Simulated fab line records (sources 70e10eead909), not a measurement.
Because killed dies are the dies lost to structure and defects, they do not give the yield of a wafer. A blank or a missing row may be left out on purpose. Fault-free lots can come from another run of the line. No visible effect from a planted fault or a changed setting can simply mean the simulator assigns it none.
Which tool did it? / flow nand harc / Sampling: 24 lots, 72 wafers, 5 of 1302 route steps

WHAT THE GAUGES READ, wafer by wafer
NHARC_P_STI_OCD_MEAS_17.
lot=L074; measured=day 2 22:37; on=ocd-01; trench depth nm (nm)=299 299 293; trench foot cd nm (nm)=156.3 155.0 160.3
lot=L075; measured=day 3 09:19; on=ocd-02; trench depth nm (nm)=305 313 310; trench foot cd nm (nm)=159.1 156.6 156.9
lot=L076; measured=day 3 17:19; on=ocd-02; trench depth nm (nm)=304 307 309; trench foot cd nm (nm)=156.7 156.4 159.2
lot=L077; measured=day 4 04:39; on=ocd-02; trench depth nm (nm)=295 304 305; trench foot cd nm (nm)=159.8 158.0 156.1
lot=L078; measured=day 4 13:23; on=ocd-01; trench depth nm (nm)=298 299 310; trench foot cd nm (nm)=158.6 160.3 157.5
lot=L079; measured=day 5 00:04; on=ocd-01; trench depth nm (nm)=298 303 300; trench foot cd nm (nm)=158.1 159.1 160.2
lot=L080; measured=day 5 08:41; on=ocd-01; trench depth nm (nm)=301 303 299; trench foot cd nm (nm)=159.5 156.8 161.5
lot=L081; measured=day 5 20:05; on=ocd-02; trench depth nm (nm)=302 303 298; trench foot cd nm (nm)=159.4 157.4 155.6
lot=L082; measured=day 6 03:35; on=ocd-01; trench depth nm (nm)=299 307 307; trench foot cd nm (nm)=158.6 155.0 157.1
lot=L083; measured=day 6 14:34; on=ocd-01; trench depth nm (nm)=296 308 301; trench foot cd nm (nm)=156.4 155.0 154.6
lot=L084; measured=day 7 00:34; on=ocd-02; trench depth nm (nm)=297 302 296; trench foot cd nm (nm)=157.4 156.7 155.2
lot=L085; measured=day 7 11:12; on=ocd-01; trench depth nm (nm)=296 306 305; trench foot cd nm (nm)=161.4 162.2 156.3
lot=L086; measured=day 7 19:37; on=ocd-02; trench depth nm (nm)=296 300 303; trench foot cd nm (nm)=159.3 157.1 158.6
lot=L087; measured=day 8 07:42; on=ocd-02; trench depth nm (nm)=307 303 305; trench foot cd nm (nm)=153.7 156.5 153.8
lot=L088; measured=day 8 15:49; on=ocd-02; trench depth nm (nm)=294 300 300; trench foot cd nm (nm)=162.4 162.4 160.1
lot=L089; measured=day 9 03:47; on=ocd-02; trench depth nm (nm)=292 301 303; trench foot cd nm (nm)=161.3 159.4 156.9
lot=L090; measured=day 9 15:09; on=ocd-01; trench depth nm (nm)=303 312 306; trench foot cd nm (nm)=155.8 160.0 165.1
lot=L091; measured=day 9 22:49; on=ocd-02; trench depth nm (nm)=297 305 305; trench foot cd nm (nm)=160.5 160.2 159.4
lot=L092; measured=day 10 10:07; on=ocd-02; trench depth nm (nm)=298 309 300; trench foot cd nm (nm)=159.9 157.2 158.8
lot=L093; measured=day 10 21:34; on=ocd-02; trench depth nm (nm)=304 309 304; trench foot cd nm (nm)=154.5 155.3 158.7
lot=L094; measured=day 11 06:14; on=ocd-02; trench depth nm (nm)=293 306 295; trench foot cd nm (nm)=158.3 156.6 159.8
lot=L095; measured=day 11 13:28; on=ocd-01; trench depth nm (nm)=302 307 297; trench foot cd nm (nm)=158.7 156.2 156.9
lot=L096; measured=day 11 23:56; on=ocd-02; trench depth nm (nm)=294 301 302; trench foot cd nm (nm)=159.6 160.0 156.3
lot=L097; measured=day 12 09:38; on=ocd-01; trench depth nm (nm)=303 300 301; trench foot cd nm (nm)=158.3 155.0 157.0

NHARC_P_GATE_CD_MEAS_11: target cd 1640 nm.
lot=L074; measured=day 4 10:15; on=cd sem-01; cd nm (nm)=1640.9 1641.0 1641.6
lot=L075; measured=day 4 20:25; on=cd sem-02; cd nm (nm)=1640.9 1639.9 1641.0
lot=L076; measured=day 5 03:29; on=cd sem-03; cd nm (nm)=1640.3 1640.1 1640.2
lot=L077; measured=day 5 18:31; on=cd sem-03; cd nm (nm)=1640.1 1641.2 1642.3
lot=L078; measured=day 5 22:07; on=cd sem-01; cd nm (nm)=1636.8 1638.7 1640.8
lot=L079; measured=day 6 10:58; on=cd sem-02; cd nm (nm)=1640.5 1637.2 1640.6
lot=L080; measured=day 6 21:07; on=cd sem-03; cd nm (nm)=1639.4 1639.8 1639.4
lot=L081; measured=day 7 09:58; on=cd sem-02; cd nm (nm)=1638.8 1638.3 1638.5
lot=L082; measured=day 7 20:55; on=cd sem-03; cd nm (nm)=1637.2 1639.9 1636.5
lot=L083; measured=day 8 00:07; on=cd sem-03; cd nm (nm)=1639.0 1642.3 1640.2
lot=L084; measured=day 8 16:19; on=cd sem-01; cd nm (nm)=1639.2 1639.0 1641.0
lot=L085; measured=day 8 22:02; on=cd sem-01; cd nm (nm)=1638.0 1639.0 1638.4
lot=L086; measured=day 9 04:48; on=cd sem-02; cd nm (nm)=1639.8 1639.8 1639.8
lot=L087; measured=day 9 19:55; on=cd sem-02; cd nm (nm)=1638.2 1637.6 1638.7
lot=L088; measured=day 10 12:29; on=cd sem-02; cd nm (nm)=1639.8 1635.9 1640.0
lot=L089; measured=day 10 12:38; on=cd sem-01; cd nm (nm)=1638.9 1639.7 1639.7
lot=L090; measured=day 11 08:59; on=cd sem-01; cd nm (nm)=1639.1 1641.6 1640.1
lot=L091; measured=day 11 12:58; on=cd sem-01; cd nm (nm)=1639.5 1639.1 1638.9
lot=L092; measured=day 12 04:12; on=cd sem-02; cd nm (nm)=1638.7 1639.0 1640.1
lot=L093; measured=day 12 10:34; on=cd sem-02; cd nm (nm)=1638.7 1639.4 1639.7
lot=L094; measured=day 12 18:22; on=cd sem-03; cd nm (nm)=1642.6 1639.8 1641.4
lot=L095; measured=day 13 00:13; on=cd sem-02; cd nm (nm)=1638.4 1641.8 1639.1
lot=L096; measured=day 13 14:27; on=cd sem-02; cd nm (nm)=1638.0 1640.2 1638.7
lot=L097; measured=day 13 22:11; on=cd sem-01; cd nm (nm)=1636.8 1638.9 1639.8

NHARC_P_GATE_INSPECT_28.
lot=L074; measured=day 5 00:33; on=defect inspect-01; raw defect count=6 6 4
lot=L075; measured=day 5 15:15; on=defect inspect-01; raw defect count=7 8 3
lot=L076; measured=day 5 19:47; on=defect inspect-01; raw defect count=5 1 8
lot=L077; measured=day 6 08:49; on=defect inspect-01; raw defect count=7 9 6
lot=L078; measured=day 6 12:10; on=defect inspect-02; raw defect count=7 8 3
lot=L079; measured=day 7 00:54; on=defect inspect-01; raw defect count=7 4 9
lot=L080; measured=day 7 10:58; on=defect inspect-01; raw defect count=6 8 5
lot=L081; measured=day 8 02:34; on=defect inspect-01; raw defect count=10 10 6
lot=L082; measured=day 8 10:52; on=defect inspect-02; raw defect count=7 3 12
lot=L083; measured=day 8 14:29; on=defect inspect-01; raw defect count=5 12 3
lot=L084; measured=day 9 13:02; on=defect inspect-01; raw defect count=8 8 12
lot=L085; measured=day 9 15:31; on=defect inspect-02; raw defect count=5 6 6
lot=L086; measured=day 9 22:27; on=defect inspect-02; raw defect count=3 2 7
lot=L087; measured=day 10 14:19; on=defect inspect-02; raw defect count=10 8 10
lot=L088; measured=day 11 04:46; on=defect inspect-01; raw defect count=5 2 6
lot=L089; measured=day 11 05:02; on=defect inspect-02; raw defect count=5 9 5
lot=L090; measured=day 11 23:22; on=defect inspect-02; raw defect count=9 8 17
lot=L091; measured=day 12 03:25; on=defect inspect-01; raw defect count=9 6 7
lot=L092; measured=day 12 23:20; on=defect inspect-01; raw defect count=11 13 12
lot=L093; measured=day 13 03:51; on=defect inspect-02; raw defect count=6 4 7
lot=L094; measured=day 13 09:43; on=defect inspect-01; raw defect count=5 6 7
lot=L095; measured=day 13 14:20; on=defect inspect-01; raw defect count=5 7 3
lot=L096; measured=day 14 04:50; on=defect inspect-01; raw defect count=2 4 3
lot=L097; measured=day 14 14:52; on=defect inspect-01; raw defect count=6 4 4

WHICH TOOL RAN EACH LOT (tool, then ch and the chambers of the sampled wafers, then the start)
lot=L074; NHARC_P_ZERO_WELL_DESCUM_26=rie diel-13 ch 0,1,2, day 1 22:38; NHARC_P_STI_ETCH_15=rie si-05 ch 2,3, day 2 22:22
lot=L075; NHARC_P_ZERO_WELL_DESCUM_26=rie diel-08 ch 0,1, day 2 08:47; NHARC_P_STI_ETCH_15=rie si-01 ch 0,1,2, day 3 09:04
lot=L076; NHARC_P_ZERO_WELL_DESCUM_26=rie diel-13 ch 2,3, day 2 18:45; NHARC_P_STI_ETCH_15=rie si-01 ch 1,2,3, day 3 17:04
lot=L077; NHARC_P_ZERO_WELL_DESCUM_26=rie diel-08 ch 2,3, day 3 05:14; NHARC_P_STI_ETCH_15=rie si-05 ch 0,2, day 4 04:24
lot=L078; NHARC_P_ZERO_WELL_DESCUM_26=rie diel-08 ch 0,2,3, day 3 15:00; NHARC_P_STI_ETCH_15=rie si-03 ch 0,1,3, day 4 13:08
lot=L079; NHARC_P_ZERO_WELL_DESCUM_26=rie diel-08 ch 2,3, day 4 00:45; NHARC_P_STI_ETCH_15=rie si-05 ch 1,2,3, day 4 23:49
lot=L080; NHARC_P_ZERO_WELL_DESCUM_26=rie diel-04 ch 0,3, day 4 10:55; NHARC_P_STI_ETCH_15=rie si-03 ch 0,1, day 5 08:27
lot=L081; NHARC_P_ZERO_WELL_DESCUM_26=rie diel-13 ch 1,2, day 4 20:38; NHARC_P_STI_ETCH_15=rie si-03 ch 1,2, day 5 19:50
lot=L082; NHARC_P_ZERO_WELL_DESCUM_26=rie diel-13 ch 1,2,3, day 5 06:38; NHARC_P_STI_ETCH_15=rie si-03 ch 2,3, day 6 03:20
lot=L083; NHARC_P_ZERO_WELL_DESCUM_26=rie diel-13 ch 0,1,3, day 5 16:37; NHARC_P_STI_ETCH_15=rie si-03 ch 1,2,3, day 6 14:20
lot=L084; NHARC_P_ZERO_WELL_DESCUM_26=rie diel-13 ch 0,2, day 6 02:45; NHARC_P_STI_ETCH_15=rie si-05 ch 0,1,3, day 7 00:20
lot=L085; NHARC_P_ZERO_WELL_DESCUM_26=rie diel-04 ch 1,3, day 6 12:44; NHARC_P_STI_ETCH_15=rie si-03 ch 1,3, day 7 10:57
lot=L086; NHARC_P_ZERO_WELL_DESCUM_26=rie diel-13 ch 1,2,3, day 6 22:55; NHARC_P_STI_ETCH_15=rie si-03 ch 0,1,2, day 7 19:25
lot=L087; NHARC_P_ZERO_WELL_DESCUM_26=rie diel-04 ch 1,2,3, day 7 09:16; NHARC_P_STI_ETCH_15=rie si-01 ch 1,2,3, day 8 07:29
lot=L088; NHARC_P_ZERO_WELL_DESCUM_26=rie diel-08 ch 0,1,2, day 7 18:45; NHARC_P_STI_ETCH_15=rie si-05 ch 0,2,3, day 8 15:34
lot=L089; NHARC_P_ZERO_WELL_DESCUM_26=rie diel-04 ch 0,1, day 8 04:55; NHARC_P_STI_ETCH_15=rie si-05 ch 0,2,3, day 9 03:32
lot=L090; NHARC_P_ZERO_WELL_DESCUM_26=rie diel-08 ch 0,1, day 8 14:38; NHARC_P_STI_ETCH_15=rie si-01 ch 1,2, day 9 14:54
lot=L091; NHARC_P_ZERO_WELL_DESCUM_26=rie diel-04 ch 0,1,3, day 9 00:37; NHARC_P_STI_ETCH_15=rie si-05 ch 0,1,2, day 9 22:34
lot=L092; NHARC_P_ZERO_WELL_DESCUM_26=rie diel-08 ch 1,2, day 9 10:45; NHARC_P_STI_ETCH_15=rie si-01 ch 2,3, day 10 09:52
lot=L093; NHARC_P_ZERO_WELL_DESCUM_26=rie diel-13 ch 0,1,2, day 9 21:03; NHARC_P_STI_ETCH_15=rie si-01 ch 0,1, day 10 21:19
lot=L094; NHARC_P_ZERO_WELL_DESCUM_26=rie diel-08 ch 0,2,3, day 10 06:47; NHARC_P_STI_ETCH_15=rie si-05 ch 0,1, day 11 05:59
lot=L095; NHARC_P_ZERO_WELL_DESCUM_26=rie diel-08 ch 1,2,3, day 10 16:44; NHARC_P_STI_ETCH_15=rie si-05 ch 1,2,3, day 11 13:13
lot=L096; NHARC_P_ZERO_WELL_DESCUM_26=rie diel-08 ch 1,2, day 11 02:38; NHARC_P_STI_ETCH_15=rie si-05 ch 0,2, day 11 23:40
lot=L097; NHARC_P_ZERO_WELL_DESCUM_26=rie diel-08 ch 0,1,3, day 11 12:29; NHARC_P_STI_ETCH_15=rie si-03 ch 0,2,3, day 12 09:24
- NHARC_P_ZERO_WELL_DESCUM_26: chemistry O2, time 3 s.
- NHARC_P_STI_ETCH_15: etches the open film in HBr/Cl2, target depth 300 nm, time 100.1 s.

WHAT THE TOOLS THEMSELVES READ (means of the sampled wafers that have a number; where no wafer has one, the mark that the record gives instead)
NHARC_P_ZERO_WELL_DESCUM_26.
lot=L074; tool=rie diel-13; drypump motor current A (A)=5.8; oes product au (a.u.)=1.001; rf vpp V (V)=58.0; showerhead plenum p Torr (Torr)=1.89; throttle valve pct (%)=11.310
lot=L075; tool=rie diel-08; drypump motor current A (A)=5.8; oes product au (a.u.)=0.998; rf vpp V (V)=57.7; showerhead plenum p Torr (Torr)=1.94; throttle valve pct (%)=11.305
lot=L076; tool=rie diel-13; drypump motor current A (A)=6.3; oes product au (a.u.)=1.000; rf vpp V (V)=57.5; showerhead plenum p Torr (Torr)=1.87; throttle valve pct (%)=11.303
lot=L077; tool=rie diel-08; drypump motor current A (A)=5.5; oes product au (a.u.)=1.015; rf vpp V (V)=58.0; showerhead plenum p Torr (Torr)=1.90; throttle valve pct (%)=11.308
lot=L078; tool=rie diel-08; drypump motor current A (A)=5.5; oes product au (a.u.)=1.006; rf vpp V (V)=57.6; showerhead plenum p Torr (Torr)=1.93; throttle valve pct (%)=11.313
lot=L079; tool=rie diel-08; drypump motor current A (A)=5.4; oes product au (a.u.)=1.005; rf vpp V (V)=59.0; showerhead plenum p Torr (Torr)=1.92; throttle valve pct (%)=11.312
lot=L080; tool=rie diel-04; drypump motor current A (A)=6.1; oes product au (a.u.)=0.992; rf vpp V (V)=58.4; showerhead plenum p Torr (Torr)=1.97; throttle valve pct (%)=11.310
lot=L081; tool=rie diel-13; drypump motor current A (A)=5.8; oes product au (a.u.)=1.008; rf vpp V (V)=56.9; showerhead plenum p Torr (Torr)=1.90; throttle valve pct (%)=11.310
lot=L082; tool=rie diel-13; drypump motor current A (A)=6.0; oes product au (a.u.)=1.003; rf vpp V (V)=57.5; showerhead plenum p Torr (Torr)=1.86; throttle valve pct (%)=11.311
lot=L083; tool=rie diel-13; drypump motor current A (A)=6.0; oes product au (a.u.)=0.993; rf vpp V (V)=57.8; showerhead plenum p Torr (Torr)=1.83; throttle valve pct (%)=11.308
lot=L084; tool=rie diel-13; drypump motor current A (A)=5.9; oes product au (a.u.)=1.000; rf vpp V (V)=57.5; showerhead plenum p Torr (Torr)=1.90; throttle valve pct (%)=11.320
lot=L085; tool=rie diel-04; drypump motor current A (A)=5.3; oes product au (a.u.)=0.996; rf vpp V (V)=58.5; showerhead plenum p Torr (Torr)=1.99; throttle valve pct (%)=11.307
lot=L086; tool=rie diel-13; drypump motor current A (A)=6.0; oes product au (a.u.)=0.999; rf vpp V (V)=57.4; showerhead plenum p Torr (Torr)=1.86; throttle valve pct (%)=11.314
lot=L087; tool=rie diel-04; drypump motor current A (A)=5.7; oes product au (a.u.)=0.994; rf vpp V (V)=59.0; showerhead plenum p Torr (Torr)=1.90; throttle valve pct (%)=11.302
lot=L088; tool=rie diel-08; drypump motor current A (A)=5.6; oes product au (a.u.)=0.987; rf vpp V (V)=58.6; showerhead plenum p Torr (Torr)=1.94; throttle valve pct (%)=11.313
lot=L089; tool=rie diel-04; drypump motor current A (A)=5.2; oes product au (a.u.)=0.990; rf vpp V (V)=58.6; showerhead plenum p Torr (Torr)=2.03; throttle valve pct (%)=11.312
lot=L090; tool=rie diel-08; drypump motor current A (A)=5.7; oes product au (a.u.)=0.989; rf vpp V (V)=58.8; showerhead plenum p Torr (Torr)=1.94; throttle valve pct (%)=11.309
lot=L091; tool=rie diel-04; drypump motor current A (A)=5.8; oes product au (a.u.)=1.000; rf vpp V (V)=57.8; showerhead plenum p Torr (Torr)=1.97; throttle valve pct (%)=11.303
lot=L092; tool=rie diel-08; drypump motor current A (A)=5.6; oes product au (a.u.)=1.010; rf vpp V (V)=58.2; showerhead plenum p Torr (Torr)=1.92; throttle valve pct (%)=11.314
lot=L093; tool=rie diel-13; drypump motor current A (A)=5.8; oes product au (a.u.)=1.006; rf vpp V (V)=57.8; showerhead plenum p Torr (Torr)=1.87; throttle valve pct (%)=11.310
lot=L094; tool=rie diel-08; drypump motor current A (A)=5.5; oes product au (a.u.)=0.998; rf vpp V (V)=58.1; showerhead plenum p Torr (Torr)=1.91; throttle valve pct (%)=11.316
lot=L095; tool=rie diel-08; drypump motor current A (A)=5.6; oes product au (a.u.)=0.998; rf vpp V (V)=57.4; showerhead plenum p Torr (Torr)=1.90; throttle valve pct (%)=11.317
lot=L096; tool=rie diel-08; drypump motor current A (A)=5.7; oes product au (a.u.)=1.004; rf vpp V (V)=57.8; showerhead plenum p Torr (Torr)=1.92; throttle valve pct (%)=11.313
lot=L097; tool=rie diel-08; drypump motor current A (A)=5.6; oes product au (a.u.)=1.006; rf vpp V (V)=58.3; showerhead plenum p Torr (Torr)=1.90; throttle valve pct (%)=11.314

NHARC_P_STI_ETCH_15.
lot=L074; tool=rie si-05; drypump motor current A (A)=5.5; mfc cl2 sccm (sccm)=49.99; oes product au (a.u.)=0.988; throttle valve pct (%)=26.408
lot=L075; tool=rie si-01; drypump motor current A (A)=5.9; mfc cl2 sccm (sccm)=49.94; oes product au (a.u.)=1.020; throttle valve pct (%)=26.408
lot=L076; tool=rie si-01; drypump motor current A (A)=5.9; mfc cl2 sccm (sccm)=50.13; oes product au (a.u.)=1.016; throttle valve pct (%)=26.412
lot=L077; tool=rie si-05; drypump motor current A (A)=5.5; mfc cl2 sccm (sccm)=50.08; oes product au (a.u.)=1.002; throttle valve pct (%)=26.407
lot=L078; tool=rie si-03; drypump motor current A (A)=5.9; mfc cl2 sccm (sccm)=49.95; oes product au (a.u.)=1.008; throttle valve pct (%)=26.410
lot=L079; tool=rie si-05; drypump motor current A (A)=5.6; mfc cl2 sccm (sccm)=50.01; oes product au (a.u.)=1.003; throttle valve pct (%)=26.397
lot=L080; tool=rie si-03; drypump motor current A (A)=6.1; mfc cl2 sccm (sccm)=49.89; oes product au (a.u.)=0.999; throttle valve pct (%)=26.402
lot=L081; tool=rie si-03; drypump motor current A (A)=6.0; mfc cl2 sccm (sccm)=50.01; oes product au (a.u.)=0.998; throttle valve pct (%)=26.414
lot=L082; tool=rie si-03; drypump motor current A (A)=5.6; mfc cl2 sccm (sccm)=49.94; oes product au (a.u.)=1.006; throttle valve pct (%)=26.397
lot=L083; tool=rie si-03; drypump motor current A (A)=5.8; mfc cl2 sccm (sccm)=50.01; oes product au (a.u.)=1.000; throttle valve pct (%)=26.406
lot=L084; tool=rie si-05; drypump motor current A (A)=5.5; mfc cl2 sccm (sccm)=50.07; oes product au (a.u.)=0.993; throttle valve pct (%)=26.410
lot=L085; tool=rie si-03; drypump motor current A (A)=5.6; mfc cl2 sccm (sccm)=50.15; oes product au (a.u.)=1.003; throttle valve pct (%)=26.402
lot=L086; tool=rie si-03; drypump motor current A (A)=6.1; mfc cl2 sccm (sccm)=49.93; oes product au (a.u.)=0.996; throttle valve pct (%)=26.415
lot=L087; tool=rie si-01; drypump motor current A (A)=5.9; mfc cl2 sccm (sccm)=50.12; oes product au (a.u.)=1.006; throttle valve pct (%)=26.410
lot=L088; tool=rie si-05; drypump motor current A (A)=5.5; mfc cl2 sccm (sccm)=50.22; oes product au (a.u.)=0.995; throttle valve pct (%)=26.396
lot=L089; tool=rie si-05; drypump motor current A (A)=5.5; mfc cl2 sccm (sccm)=49.95; oes product au (a.u.)=0.994; throttle valve pct (%)=26.404
lot=L090; tool=rie si-01; drypump motor current A (A)=6.1; mfc cl2 sccm (sccm)=50.09; oes product au (a.u.)=1.019; throttle valve pct (%)=26.404
lot=L091; tool=rie si-05; drypump motor current A (A)=5.6; mfc cl2 sccm (sccm)=49.93; oes product au (a.u.)=1.007; throttle valve pct (%)=26.414
lot=L092; tool=rie si-01; drypump motor current A (A)=5.8; mfc cl2 sccm (sccm)=49.97; oes product au (a.u.)=1.004; throttle valve pct (%)=26.409
lot=L093; tool=rie si-01; drypump motor current A (A)=5.9; mfc cl2 sccm (sccm)=50.00; oes product au (a.u.)=1.015; throttle valve pct (%)=26.408
lot=L094; tool=rie si-05; drypump motor current A (A)=5.5; mfc cl2 sccm (sccm)=50.03; oes product au (a.u.)=0.990; throttle valve pct (%)=26.406
lot=L095; tool=rie si-05; drypump motor current A (A)=5.6; mfc cl2 sccm (sccm)=49.98; oes product au (a.u.)=1.003; throttle valve pct (%)=26.406
lot=L096; tool=rie si-05; drypump motor current A (A)=5.7; mfc cl2 sccm (sccm)=50.10; oes product au (a.u.)=0.999; throttle valve pct (%)=26.402
lot=L097; tool=rie si-03; drypump motor current A (A)=5.9; mfc cl2 sccm (sccm)=50.02; oes product au (a.u.)=1.001; throttle valve pct (%)=26.405

THE ANSWER, worked out from the rows above alone
Rule: the lots themselves supply what counts as usual. The widest of any qualifying gaps counts: lots, ordered by their means at a reading, are off when they make up no more than a third of the lots, leave a main group of 4 or more, and stand apart from it by 3 or more times the standard deviation of that group's means. A main group is skipped when, at the precision printed for the reading in the tables above, its means are all equal. A lot without any number at a reading at which 4 lots or more have one is off too. Where the step has rows for the other lots, those lots are counted as sound. First the gauges in route order, then the tools' own readings, where a lot's mean is used as printed above. The first step at which some lot is off is used, and at that step the reading that is off furthest; a lot without a number counts as furthest.
No lot is off at any reading shown: from this, nothing can be told.

WHAT THE SIMULATOR HAD INSERTED
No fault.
